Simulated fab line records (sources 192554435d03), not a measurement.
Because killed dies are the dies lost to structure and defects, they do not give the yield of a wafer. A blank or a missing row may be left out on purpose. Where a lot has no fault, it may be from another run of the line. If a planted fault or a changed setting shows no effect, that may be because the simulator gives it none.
Which tool was responsible? :: flow n5 finfet :: 72 wafers from 24 lots sampled at 6 of the route's 1938 steps

== WHAT THE GAUGES SHOWED, per wafer ==
N5_BEOL_M10_INSPECT_13: inspects for defects (brightfield).
lot: L074
measured: day 9 19:29
on: defect inspect-01
raw defect count: 306 381 452

lot: L075
measured: day 9 23:18
on: defect inspect-01
raw defect count: 341 556 565

lot: L076
measured: day 10 03:49
on: defect inspect-02
raw defect count: 365 263 350

lot: L077
measured: day 10 12:44
on: defect inspect-01
raw defect count: 493 605 447

lot: L078
measured: day 10 13:14
on: defect inspect-02
raw defect count: 628 549 494

lot: L079
measured: day 10 19:58
on: defect inspect-01
raw defect count: 373 195 274

lot: L080
measured: day 11 04:07
on: defect inspect-02
raw defect count: 505 621 463

lot: L081
measured: day 11 22:28
on: defect inspect-02
raw defect count: 668 501 353

lot: L082
measured: day 12 07:58
on: defect inspect-01
raw defect count: 395 412 493

lot: L083
measured: day 12 15:19
on: defect inspect-01
raw defect count: 379 290 264

lot: L084
measured: day 13 00:40
on: defect inspect-02
raw defect count: 358 385 524

lot: L085
measured: day 13 01:38
on: defect inspect-02
raw defect count: 626 452 675

lot: L086
measured: day 13 04:35
on: defect inspect-02
raw defect count: 438 433 482

lot: L088
measured: day 13 04:57
on: defect inspect-01
raw defect count: 501 373 353

lot: L089
measured: day 13 14:28
on: defect inspect-01
raw defect count: 285 323 402

lot: L087
measured: day 13 15:32
on: defect inspect-02
raw defect count: 340 299 362

lot: L090
measured: day 13 17:42
on: defect inspect-01
raw defect count: 303 330 353

lot: L094
measured: day 14 17:35
on: defect inspect-02
raw defect count: 532 411 562

lot: L091
measured: day 14 19:59
on: defect inspect-01
raw defect count: 509 427 458

lot: L092
measured: day 14 21:44
on: defect inspect-01
raw defect count: 443 511 480

lot: L093
measured: day 14 23:10
on: defect inspect-02
raw defect count: 292 404 430

lot: L096
measured: day 15 17:04
on: defect inspect-02
raw defect count: 384 415 411

lot: L095
measured: day 15 17:17
on: defect inspect-01
raw defect count: 391 351 507

lot: L097
measured: day 15 20:32
on: defect inspect-02
raw defect count: 504 429 354

N5_BEOL_M10_OVL_MEAS_29.
lot: L074
measured: day 9 20:53
on: overlay-02
V9_OVL (nm): 0.3 0.5 0.6

lot: L075
measured: day 10 01:10
on: overlay-01
V9_OVL (nm): -1.5 -0.8 -1.0

lot: L076
measured: day 10 04:53
on: overlay-02
V9_OVL (nm): 0.8 0.0 0.7

lot: L077
measured: day 10 13:44
on: overlay-02
V9_OVL (nm): -0.8 0.1 0.2

lot: L078
measured: day 10 14:53
on: overlay-01
V9_OVL (nm): -1.4 -0.6 -0.5

lot: L079
measured: day 10 20:54
on: overlay-01
V9_OVL (nm): 0.1 0.7 0.3

lot: L080
measured: day 11 06:24
on: overlay-02
V9_OVL (nm): 0.2 0.3 0.6

lot: L081
measured: day 11 23:23
on: overlay-01
V9_OVL (nm): -1.7 -1.1 -1.1

lot: L082
measured: day 12 08:55
on: overlay-02
V9_OVL (nm): -0.4 -0.3 -0.3

lot: L083
measured: day 12 18:26
on: overlay-01
V9_OVL (nm): -0.9 0.7 0.3

lot: L084
measured: day 13 01:31
on: overlay-02
V9_OVL (nm): -0.4 0.7 -0.7

lot: L085
measured: day 13 03:55
on: overlay-01
V9_OVL (nm): -0.7 -1.3 -0.5

lot: L086
measured: day 13 05:26
on: overlay-02
V9_OVL (nm): -1.7 -0.8 -1.2

lot: L088
measured: day 13 08:34
on: overlay-01
V9_OVL (nm): -0.7 -0.4 -0.8

lot: L089
measured: day 13 15:44
on: overlay-01
V9_OVL (nm): -0.6 0.0 0.3

lot: L087
measured: day 13 16:43
on: overlay-02
V9_OVL (nm): 0.2 -0.5 -0.4

lot: L090
measured: day 13 19:10
on: overlay-01
V9_OVL (nm): -1.4 -0.6 -0.9

lot: L094
measured: day 14 19:31
on: overlay-02
V9_OVL (nm): -1.3 -1.8 -1.3

lot: L091
measured: day 15 00:52
on: overlay-02
V9_OVL (nm): -0.3 -0.6 -1.2

lot: L092
measured: day 15 00:42
on: overlay-01
V9_OVL (nm): 0.3 -0.2 -0.5

lot: L093
measured: day 15 01:44
on: overlay-02
V9_OVL (nm): -0.7 -0.5 -0.9

lot: L096
measured: day 15 19:41
on: overlay-02
V9_OVL (nm): 0.2 -0.5 0.0

lot: L095
measured: day 15 19:44
on: overlay-01
V9_OVL (nm): -1.3 -1.1 -0.4

lot: L097
measured: day 15 23:11
on: overlay-01
V9_OVL (nm): -0.4 -1.3 -1.3

N5_BEOL_M11_CD_MEAS_35: target cd 70 nm.
lot: L074
measured: day 10 06:32
on: cd sem-01
cd nm (nm): 69.8 70.5 70.3

lot: L075
measured: day 10 08:22
on: cd sem-02
cd nm (nm): 69.6 69.6 69.3

lot: L076
measured: day 10 12:19
on: cd sem-02
cd nm (nm): 69.5 69.2 69.2

lot: L077
measured: day 10 21:44
on: cd sem-01
cd nm (nm): 70.9 70.8 70.6

lot: L078
measured: day 10 22:37
on: cd sem-02
cd nm (nm): 69.2 70.3 70.0

lot: L079
measured: day 11 07:07
on: cd sem-01
cd nm (nm): 68.8 69.8 69.9

lot: L080
measured: day 11 17:06
on: cd sem-02
cd nm (nm): 70.3 70.1 70.5

lot: L081
measured: day 12 09:50
on: cd sem-02
cd nm (nm): 69.9 69.7 70.4

lot: L082
measured: day 12 16:38
on: cd sem-03
cd nm (nm): 70.4 70.1 71.3

lot: L083
measured: day 13 02:34
on: cd sem-02
cd nm (nm): 69.5 69.7 69.7

lot: L084
measured: day 13 13:43
on: cd sem-03
cd nm (nm): 70.6 70.7 71.0

lot: L085
measured: day 13 13:39
on: cd sem-02
cd nm (nm): 70.2 69.1 69.7

lot: L086
measured: day 13 15:20
on: cd sem-03
cd nm (nm): 69.3 69.3 69.4

lot: L088
measured: day 13 15:52
on: cd sem-03
cd nm (nm): 68.9 68.5 69.6

lot: L089
measured: day 13 23:28
on: cd sem-03
cd nm (nm): 69.5 68.7 70.2

lot: L087
measured: day 13 23:41
on: cd sem-03
cd nm (nm): 70.3 70.4 69.4

lot: L090
measured: day 14 05:16
on: cd sem-03
cd nm (nm): 69.9 69.9 70.7

lot: L094
measured: day 15 04:00
on: cd sem-03
cd nm (nm): 71.0 69.7 69.9

lot: L091
measured: day 15 12:01
on: cd sem-02
cd nm (nm): 69.9 70.2 70.3

lot: L092
measured: day 15 13:03
on: cd sem-02
cd nm (nm): 69.9 70.0 69.9

lot: L093
measured: day 15 12:56
on: cd sem-02
cd nm (nm): 71.0 70.7 70.9

lot: L096
measured: day 16 05:08
on: cd sem-03
cd nm (nm): 70.6 71.1 70.3

lot: L095
measured: day 16 04:54
on: cd sem-02
cd nm (nm): 70.6 69.9 69.6

lot: L097
measured: day 16 11:37
on: cd sem-01
cd nm (nm): 69.8 70.2 69.9

== EACH LOT AND THE TOOL THAT RAN IT (in order: tool; ch and the chambers of the sampled wafers; start) ==
lot: L074
N5_BEOL_M10_ANNEAL_51: rtp anneal-02 ch 0, day 9 23:19
N5_BEOL_M11_ETCH_61: rie diel-06 ch 1,3, day 10 02:41
N5_BEOL_M11_ETCH_62: rie diel-06 ch 1,3, day 10 02:44

lot: L075
N5_BEOL_M10_ANNEAL_51: rtp anneal-02 ch 0, day 10 03:22
N5_BEOL_M11_ETCH_61: rie diel-06 ch 0,2, day 10 06:32
N5_BEOL_M11_ETCH_62: rie diel-06 ch 0,2, day 10 06:35

lot: L076
N5_BEOL_M10_ANNEAL_51: rtp anneal-02 ch 0, day 10 06:59
N5_BEOL_M11_ETCH_61: rie diel-02 ch 0,1,2, day 10 09:26
N5_BEOL_M11_ETCH_62: rie diel-02 ch 0,1,2, day 10 09:29

lot: L077
N5_BEOL_M10_ANNEAL_51: rtp anneal-01 ch 0, day 10 16:41
N5_BEOL_M11_ETCH_61: rie diel-02 ch 0,1,2, day 10 20:11
N5_BEOL_M11_ETCH_62: rie diel-02 ch 0,1,2, day 10 20:14

lot: L078
N5_BEOL_M10_ANNEAL_51: rtp anneal-01 ch 0, day 10 16:57
N5_BEOL_M11_ETCH_61: rie diel-02 ch 0,1, day 10 20:26
N5_BEOL_M11_ETCH_62: rie diel-02 ch 0,1, day 10 20:29

lot: L079
N5_BEOL_M10_ANNEAL_51: rtp anneal-01 ch 0, day 10 23:47
N5_BEOL_M11_ETCH_61: rie diel-06 ch 2,3, day 11 04:10
N5_BEOL_M11_ETCH_62: rie diel-06 ch 2,3, day 11 04:13

lot: L080
N5_BEOL_M10_ANNEAL_51: rtp anneal-01 ch 0, day 11 10:25
N5_BEOL_M11_ETCH_61: rie diel-06 ch 1,2,3, day 11 12:44
N5_BEOL_M11_ETCH_62: rie diel-06 ch 1,2,3, day 11 12:47

lot: L081
N5_BEOL_M10_ANNEAL_51: rtp anneal-02 ch 0, day 12 04:37
N5_BEOL_M11_ETCH_61: rie diel-06 ch 0,1,2, day 12 08:14
N5_BEOL_M11_ETCH_62: rie diel-06 ch 0,1,2, day 12 08:17

lot: L082
N5_BEOL_M10_ANNEAL_51: rtp anneal-02 ch 0, day 12 11:59
N5_BEOL_M11_ETCH_61: rie diel-02 ch 1,3, day 12 15:02
N5_BEOL_M11_ETCH_62: rie diel-02 ch 1,3, day 12 15:05

lot: L083
N5_BEOL_M10_ANNEAL_51: rtp anneal-02 ch 0, day 12 22:03
N5_BEOL_M11_ETCH_61: rie diel-02 ch 0,1,2, day 13 00:43
N5_BEOL_M11_ETCH_62: rie diel-02 ch 0,1,2, day 13 00:46

lot: L084
N5_BEOL_M10_ANNEAL_51: rtp anneal-02 ch 0, day 13 05:14
N5_BEOL_M11_ETCH_61: rie diel-05 ch 0,1,3, day 13 09:46
N5_BEOL_M11_ETCH_62: rie diel-05 ch 0,1,3, day 13 09:49

lot: L085
N5_BEOL_M10_ANNEAL_51: rtp anneal-01 ch 0, day 13 06:33
N5_BEOL_M11_ETCH_61: rie diel-06 ch 0,1,3, day 13 10:16
N5_BEOL_M11_ETCH_62: rie diel-06 ch 0,1,3, day 13 10:19

lot: L086
N5_BEOL_M10_ANNEAL_51: rtp anneal-02 ch 0, day 13 10:18
N5_BEOL_M11_ETCH_61: rie diel-06 ch 1,2,3, day 13 13:39
N5_BEOL_M11_ETCH_62: rie diel-06 ch 1,2,3, day 13 13:42

lot: L088
N5_BEOL_M10_ANNEAL_51: rtp anneal-02 ch 0, day 13 11:11
N5_BEOL_M11_ETCH_61: rie diel-05 ch 0,2,3, day 13 14:09
N5_BEOL_M11_ETCH_62: rie diel-05 ch 0,2,3, day 13 14:12

lot: L089
N5_BEOL_M10_ANNEAL_51: rtp anneal-02 ch 0, day 13 18:30
N5_BEOL_M11_ETCH_61: rie diel-05 ch 2,3, day 13 21:10
N5_BEOL_M11_ETCH_62: rie diel-05 ch 2,3, day 13 21:13

lot: L087
N5_BEOL_M10_ANNEAL_51: rtp anneal-02 ch 0, day 13 19:07
N5_BEOL_M11_ETCH_61: rie diel-02 ch 0,2, day 13 21:44
N5_BEOL_M11_ETCH_62: rie diel-02 ch 0,2, day 13 21:47

lot: L090
N5_BEOL_M10_ANNEAL_51: rtp anneal-01 ch 0, day 14 00:20
N5_BEOL_M11_ETCH_61: rie diel-05 ch 2,3, day 14 03:18
N5_BEOL_M11_ETCH_62: rie diel-05 ch 2,3, day 14 03:21

lot: L094
N5_BEOL_M10_ANNEAL_51: rtp anneal-01 ch 0, day 14 22:56
N5_BEOL_M11_ETCH_61: rie diel-06 ch 1,2, day 15 02:02
N5_BEOL_M11_ETCH_62: rie diel-06 ch 1,2, day 15 02:05

lot: L091
N5_BEOL_M10_ANNEAL_51: rtp anneal-01 ch 0, day 15 04:41
N5_BEOL_M11_ETCH_61: rie diel-06 ch 2,3, day 15 08:28
N5_BEOL_M11_ETCH_62: rie diel-06 ch 2,3, day 15 08:31

lot: L092
N5_BEOL_M10_ANNEAL_51: rtp anneal-01 ch 0, day 15 04:23
N5_BEOL_M11_ETCH_61: rie diel-06 ch 1,2,3, day 15 08:13
N5_BEOL_M11_ETCH_62: rie diel-06 ch 1,2,3, day 15 08:16

lot: L093
N5_BEOL_M10_ANNEAL_51: rtp anneal-02 ch 0, day 15 05:07
N5_BEOL_M11_ETCH_61: rie diel-02 ch 1,2, day 15 08:41
N5_BEOL_M11_ETCH_62: rie diel-02 ch 1,2, day 15 08:44

lot: L096
N5_BEOL_M10_ANNEAL_51: rtp anneal-02 ch 0, day 15 23:22
N5_BEOL_M11_ETCH_61: rie diel-05 ch 0,1,3, day 16 02:32
N5_BEOL_M11_ETCH_62: rie diel-05 ch 0,1,3, day 16 02:35

lot: L095
N5_BEOL_M10_ANNEAL_51: rtp anneal-01 ch 0, day 15 23:34
N5_BEOL_M11_ETCH_61: rie diel-06 ch 0,2,3, day 16 02:41
N5_BEOL_M11_ETCH_62: rie diel-06 ch 0,2,3, day 16 02:44

lot: L097
N5_BEOL_M10_ANNEAL_51: rtp anneal-02 ch 0, day 16 05:13
N5_BEOL_M11_ETCH_61: rie diel-02 ch 1,2,3, day 16 07:56
N5_BEOL_M11_ETCH_62: rie diel-02 ch 1,2,3, day 16 07:59
- N5_BEOL_M10_ANNEAL_51: time 90 s.
- N5_BEOL_M11_ETCH_61: etches SiARC in CF4, target depth 39 nm, time 65 s.
- N5_BEOL_M11_ETCH_62: etches SOC in N2/H2, target depth 110 nm, overetch 22 nm, time 165 s.

== AS READ BY THE TOOLS THEMSELVES (means over the sampled wafers that have a number; for cases with no such wafer, the mark the record gives instead) ==
N5_BEOL_M10_ANNEAL_51.
lot: L074
tool: rtp anneal-02
wafer_temp_C_max: 225.6

lot: L075
tool: rtp anneal-02
wafer_temp_C_max: 225.6

lot: L076
tool: rtp anneal-02
wafer_temp_C_max: 225.6

lot: L077
tool: rtp anneal-01
wafer_temp_C_max: 226.3

lot: L078
tool: rtp anneal-01
wafer_temp_C_max: 226.2

lot: L079
tool: rtp anneal-01
wafer_temp_C_max: 226.3

lot: L080
tool: rtp anneal-01
wafer_temp_C_max: 226.3

lot: L081
tool: rtp anneal-02
wafer_temp_C_max: 225.9

lot: L082
tool: rtp anneal-02
wafer_temp_C_max: 225.6

lot: L083
tool: rtp anneal-02
wafer_temp_C_max: 225.6

lot: L084
tool: rtp anneal-02
wafer_temp_C_max: 225.4

lot: L085
tool: rtp anneal-01
wafer_temp_C_max: 226.0

lot: L086
tool: rtp anneal-02
wafer_temp_C_max: 225.6

lot: L088
tool: rtp anneal-02
wafer_temp_C_max: 225.9

lot: L089
tool: rtp anneal-02
wafer_temp_C_max: 225.8

lot: L087
tool: rtp anneal-02
wafer_temp_C_max: 225.8

lot: L090
tool: rtp anneal-01
wafer_temp_C_max: 226.5

lot: L094
tool: rtp anneal-01
wafer_temp_C_max: 225.8

lot: L091
tool: rtp anneal-01
wafer_temp_C_max: 226.2

lot: L092
tool: rtp anneal-01
wafer_temp_C_max: 226.2

lot: L093
tool: rtp anneal-02
wafer_temp_C_max: 225.8

lot: L096
tool: rtp anneal-02
wafer_temp_C_max: 225.8

lot: L095
tool: rtp anneal-01
wafer_temp_C_max: 226.3

lot: L097
tool: rtp anneal-02
wafer_temp_C_max: 225.4

N5_BEOL_M11_ETCH_61.
lot: L074
tool: rie diel-06
chamber pressure mTorr (mTorr): 39.98
drypump motor current A (A): 6.5
etch rf on time s (s): 66.2
oes product au (a.u.): 0.65
rf vpp V (V): 184.6
showerhead plenum p Torr (Torr): 2.23
throttle valve pct (%): 15.43

lot: L075
tool: rie diel-06
chamber pressure mTorr (mTorr): 40.01
drypump motor current A (A): 5.4
etch rf on time s (s): 64.2
oes product au (a.u.): 0.70
rf vpp V (V): 183.7
showerhead plenum p Torr (Torr): 2.06
throttle valve pct (%): 15.60

lot: L076
tool: rie diel-02
chamber pressure mTorr (mTorr): 40.00
drypump motor current A (A): 5.3
etch rf on time s (s): 64.6
oes product au (a.u.): 0.75
rf vpp V (V): 185.5
showerhead plenum p Torr (Torr): 2.25
throttle valve pct (%): 15.63

lot: L077
tool: rie diel-02
chamber pressure mTorr (mTorr): 39.98
drypump motor current A (A): 5.3
etch rf on time s (s): 64.5
oes product au (a.u.): 0.74
rf vpp V (V): 185.6
showerhead plenum p Torr (Torr): 2.25
throttle valve pct (%): 15.65

lot: L078
tool: rie diel-02
chamber pressure mTorr (mTorr): 40.00
drypump motor current A (A): 5.5
etch rf on time s (s): 62.9
oes product au (a.u.): 0.76
rf vpp V (V): 185.3
showerhead plenum p Torr (Torr): 2.24
throttle valve pct (%): 15.75

lot: L079
tool: rie diel-06
chamber pressure mTorr (mTorr): 39.99
drypump motor current A (A): 6.1
etch rf on time s (s): 64.0
oes product au (a.u.): 0.74
rf vpp V (V): 183.9
showerhead plenum p Torr (Torr): 2.15
throttle valve pct (%): 15.50

lot: L080
tool: rie diel-06
chamber pressure mTorr (mTorr): 40.02
drypump motor current A (A): 6.3
etch rf on time s (s): 65.7
oes product au (a.u.): 0.71
rf vpp V (V): 186.2
showerhead plenum p Torr (Torr): 2.19
throttle valve pct (%): 15.45

lot: L081
tool: rie diel-06
chamber pressure mTorr (mTorr): 40.00
drypump motor current A (A): 5.9
etch rf on time s (s): 64.3
oes product au (a.u.): 0.70
rf vpp V (V): 183.5
showerhead plenum p Torr (Torr): 2.13
throttle valve pct (%): 15.51

lot: L082
tool: rie diel-02
chamber pressure mTorr (mTorr): 40.01
drypump motor current A (A): 5.6
etch rf on time s (s): 63.5
oes product au (a.u.): 0.74
rf vpp V (V): 184.7
showerhead plenum p Torr (Torr): 2.24
throttle valve pct (%): 15.73

lot: L083
tool: rie diel-02
chamber pressure mTorr (mTorr): 40.01
drypump motor current A (A): 5.3
etch rf on time s (s): 64.7
oes product au (a.u.): 0.72
rf vpp V (V): 185.7
showerhead plenum p Torr (Torr): 2.25
throttle valve pct (%): 15.67

lot: L084
tool: rie diel-05
chamber pressure mTorr (mTorr): 39.98
drypump motor current A (A): 5.8
etch rf on time s (s): 65.0
oes product au (a.u.): 0.63
rf vpp V (V): 184.0
showerhead plenum p Torr (Torr): 2.13
throttle valve pct (%): 15.68

lot: L085
tool: rie diel-06
chamber pressure mTorr (mTorr): 40.01
drypump motor current A (A): 6.1
etch rf on time s (s): 65.9
oes product au (a.u.): 0.64
rf vpp V (V): 183.6
showerhead plenum p Torr (Torr): 2.16
throttle valve pct (%): 15.53

lot: L086
tool: rie diel-06
chamber pressure mTorr (mTorr): 39.99
drypump motor current A (A): 6.3
etch rf on time s (s): 65.2
oes product au (a.u.): 0.69
rf vpp V (V): 184.4
showerhead plenum p Torr (Torr): 2.19
throttle valve pct (%): 15.47

lot: L088
tool: rie diel-05
chamber pressure mTorr (mTorr): 40.01
drypump motor current A (A): 5.6
etch rf on time s (s): 65.1
oes product au (a.u.): 0.60
rf vpp V (V): 183.8
showerhead plenum p Torr (Torr): 2.14
throttle valve pct (%): 15.82

lot: L089
tool: rie diel-05
chamber pressure mTorr (mTorr): 40.02
drypump motor current A (A): 5.2
etch rf on time s (s): 65.1
oes product au (a.u.): 0.60
rf vpp V (V): 184.8
showerhead plenum p Torr (Torr): 2.20
throttle valve pct (%): 15.88

lot: L087
tool: rie diel-02
chamber pressure mTorr (mTorr): 40.00
drypump motor current A (A): 5.1
etch rf on time s (s): 66.2
oes product au (a.u.): 0.65
rf vpp V (V): 185.8
showerhead plenum p Torr (Torr): 2.23
throttle valve pct (%): 15.80

lot: L090
tool: rie diel-05
chamber pressure mTorr (mTorr): 39.99
drypump motor current A (A): 5.4
etch rf on time s (s): 65.7
oes product au (a.u.): 0.60
rf vpp V (V): 185.2
showerhead plenum p Torr (Torr): 2.20
throttle valve pct (%): 15.71

lot: L094
tool: rie diel-06
chamber pressure mTorr (mTorr): 39.98
drypump motor current A (A): 6.1
etch rf on time s (s): 63.5
oes product au (a.u.): 0.74
rf vpp V (V): 184.5
showerhead plenum p Torr (Torr): 2.15
throttle valve pct (%): 15.49

lot: L091
tool: rie diel-06
chamber pressure mTorr (mTorr): 40.00
drypump motor current A (A): 6.3
etch rf on time s (s): 66.0
oes product au (a.u.): 0.65
rf vpp V (V): 184.1
showerhead plenum p Torr (Torr): 2.17
throttle valve pct (%): 15.57

lot: L092
tool: rie diel-06
chamber pressure mTorr (mTorr): 39.99
drypump motor current A (A): 6.3
etch rf on time s (s): 64.4
oes product au (a.u.): 0.68
rf vpp V (V): 184.1
showerhead plenum p Torr (Torr): 2.18
throttle valve pct (%): 15.51

lot: L093
tool: rie diel-02
chamber pressure mTorr (mTorr): 39.96
drypump motor current A (A): 5.2
etch rf on time s (s): 64.3
oes product au (a.u.): 0.75
rf vpp V (V): 185.7
showerhead plenum p Torr (Torr): 2.26
throttle valve pct (%): 15.46

lot: L096
tool: rie diel-05
chamber pressure mTorr (mTorr): 39.98
drypump motor current A (A): 5.8
etch rf on time s (s): 64.7
oes product au (a.u.): 0.69
rf vpp V (V): 185.6
showerhead plenum p Torr (Torr): 2.21
throttle valve pct (%): 15.55

lot: L095
tool: rie diel-06
chamber pressure mTorr (mTorr): 40.00
drypump motor current A (A): 5.8
etch rf on time s (s): 64.6
oes product au (a.u.): 0.65
rf vpp V (V): 184.5
showerhead plenum p Torr (Torr): 2.11
throttle valve pct (%): 15.62

lot: L097
tool: rie diel-02
chamber pressure mTorr (mTorr): 40.02
drypump motor current A (A): 5.4
etch rf on time s (s): 65.0
oes product au (a.u.): 0.70
rf vpp V (V): 184.3
showerhead plenum p Torr (Torr): 2.24
throttle valve pct (%): 15.67

N5_BEOL_M11_ETCH_62.
lot: L074
tool: rie diel-06
chamber pressure mTorr (mTorr): 29.983
drypump motor current A (A): 6.5
oes product au (a.u.): 0.66
rf vpp V (V): 527.5
showerhead plenum p Torr (Torr): 2.66
throttle valve pct (%): 17.68

lot: L075
tool: rie diel-06
chamber pressure mTorr (mTorr): 30.039
drypump motor current A (A): 5.4
oes product au (a.u.): 0.68
rf vpp V (V): 522.0
showerhead plenum p Torr (Torr): 2.45
throttle valve pct (%): 17.74

lot: L076
tool: rie diel-02
chamber pressure mTorr (mTorr): 30.038
drypump motor current A (A): 5.3
oes product au (a.u.): 0.74
rf vpp V (V): 527.4
showerhead plenum p Torr (Torr): 2.68
throttle valve pct (%): 17.87

lot: L077
tool: rie diel-02
chamber pressure mTorr (mTorr): 30.025
drypump motor current A (A): 5.3
oes product au (a.u.): 0.73
rf vpp V (V): 527.7
showerhead plenum p Torr (Torr): 2.68
throttle valve pct (%): 17.87

lot: L078
tool: rie diel-02
chamber pressure mTorr (mTorr): 30.017
drypump motor current A (A): 5.5
oes product au (a.u.): 0.74
rf vpp V (V): 527.8
showerhead plenum p Torr (Torr): 2.69
throttle valve pct (%): 18.15

lot: L079
tool: rie diel-06
chamber pressure mTorr (mTorr): 29.994
drypump motor current A (A): 6.1
oes product au (a.u.): 0.74
rf vpp V (V): 524.0
showerhead plenum p Torr (Torr): 2.55
throttle valve pct (%): 17.74

lot: L080
tool: rie diel-06
chamber pressure mTorr (mTorr): 30.024
drypump motor current A (A): 6.3
oes product au (a.u.): 0.70
rf vpp V (V): 525.7
showerhead plenum p Torr (Torr): 2.61
throttle valve pct (%): 17.68

lot: L081
tool: rie diel-06
chamber pressure mTorr (mTorr): 30.024
drypump motor current A (A): 5.9
oes product au (a.u.): 0.69
rf vpp V (V): 522.8
showerhead plenum p Torr (Torr): 2.53
throttle valve pct (%): 17.69

lot: L082
tool: rie diel-02
chamber pressure mTorr (mTorr): 30.000
drypump motor current A (A): 5.6
oes product au (a.u.): 0.72
rf vpp V (V): 528.2
showerhead plenum p Torr (Torr): 2.69
throttle valve pct (%): 18.16

lot: L083
tool: rie diel-02
chamber pressure mTorr (mTorr): 29.957
drypump motor current A (A): 5.3
oes product au (a.u.): 0.71
rf vpp V (V): 527.3
showerhead plenum p Torr (Torr): 2.68
throttle valve pct (%): 17.91

lot: L084
tool: rie diel-05
chamber pressure mTorr (mTorr): 30.005
drypump motor current A (A): 5.8
oes product au (a.u.): 0.63
rf vpp V (V): 523.2
showerhead plenum p Torr (Torr): 2.53
throttle valve pct (%): 17.95

lot: L085
tool: rie diel-06
chamber pressure mTorr (mTorr): 30.041
drypump motor current A (A): 6.1
oes product au (a.u.): 0.64
rf vpp V (V): 524.6
showerhead plenum p Torr (Torr): 2.58
throttle valve pct (%): 17.73

lot: L086
tool: rie diel-06
chamber pressure mTorr (mTorr): 29.998
drypump motor current A (A): 6.3
oes product au (a.u.): 0.68
rf vpp V (V): 524.4
showerhead plenum p Torr (Torr): 2.60
throttle valve pct (%): 17.71

lot: L088
tool: rie diel-05
chamber pressure mTorr (mTorr): 30.007
drypump motor current A (A): 5.6
oes product au (a.u.): 0.60
rf vpp V (V): 523.8
showerhead plenum p Torr (Torr): 2.55
throttle valve pct (%): 18.17

lot: L089
tool: rie diel-05
chamber pressure mTorr (mTorr): 30.000
drypump motor current A (A): 5.2
oes product au (a.u.): 0.60
rf vpp V (V): 525.6
showerhead plenum p Torr (Torr): 2.63
throttle valve pct (%): 18.32

lot: L087
tool: rie diel-02
chamber pressure mTorr (mTorr): 30.008
drypump motor current A (A): 5.1
oes product au (a.u.): 0.65
rf vpp V (V): 527.6
showerhead plenum p Torr (Torr): 2.64
throttle valve pct (%): 17.87

lot: L090
tool: rie diel-05
chamber pressure mTorr (mTorr): 29.986
drypump motor current A (A): 5.4
oes product au (a.u.): 0.60
rf vpp V (V): 526.3
showerhead plenum p Torr (Torr): 2.64
throttle valve pct (%): 18.06

lot: L094
tool: rie diel-06
chamber pressure mTorr (mTorr): 29.988
drypump motor current A (A): 6.1
oes product au (a.u.): 0.72
rf vpp V (V): 523.1
showerhead plenum p Torr (Torr): 2.55
throttle valve pct (%): 17.71

lot: L091
tool: rie diel-06
chamber pressure mTorr (mTorr): 30.022
drypump motor current A (A): 6.3
oes product au (a.u.): 0.64
rf vpp V (V): 525.4
showerhead plenum p Torr (Torr): 2.58
throttle valve pct (%): 17.80

lot: L092
tool: rie diel-06
chamber pressure mTorr (mTorr): 29.990
drypump motor current A (A): 6.3
oes product au (a.u.): 0.67
rf vpp V (V): 525.9
showerhead plenum p Torr (Torr): 2.60
throttle valve pct (%): 17.73

lot: L093
tool: rie diel-02
chamber pressure mTorr (mTorr): 29.995
drypump motor current A (A): 5.2
oes product au (a.u.): 0.74
rf vpp V (V): 527.8
showerhead plenum p Torr (Torr): 2.69
throttle valve pct (%): 17.68

lot: L096
tool: rie diel-05
chamber pressure mTorr (mTorr): 29.977
drypump motor current A (A): 5.8
oes product au (a.u.): 0.68
rf vpp V (V): 526.6
showerhead plenum p Torr (Torr): 2.63
throttle valve pct (%): 17.83

lot: L095
tool: rie diel-06
chamber pressure mTorr (mTorr): 30.029
drypump motor current A (A): 5.8
oes product au (a.u.): 0.64
rf vpp V (V): 523.0
showerhead plenum p Torr (Torr): 2.50
throttle valve pct (%): 17.81

lot: L097
tool: rie diel-02
chamber pressure mTorr (mTorr): 29.992
drypump motor current A (A): 5.4
oes product au (a.u.): 0.68
rf vpp V (V): 527.1
showerhead plenum p Torr (Torr): 2.67
throttle valve pct (%): 17.92

== THE ANSWER, worked out from the rows above alone ==
Rule: what is usual is taken from the lots themselves. The widest of any qualifying gaps counts: lots, ordered by their means at a reading, are off when they make up no more than a third of the lots, leave a main group of 4 or more, and stand apart from it by 3 or more times the standard deviation of that group's means. The tables above print the reading to a certain number of digits; a main group whose means all agree to those digits is not used. Also off: a lot with no number at a reading for which 4 or more lots have one. All remaining lots with rows at the step are treated as sound. Order of review: gauges by route order, followed by the tools' own readings, for which a lot's mean as printed above is used. The first step at which some lot is off is used, and at that step the reading that is off furthest; a lot without a number counts as furthest.
Nothing can be told from this: no lot is off at any reading shown.

== WHAT THE SIMULATOR HAD PUT IN ==
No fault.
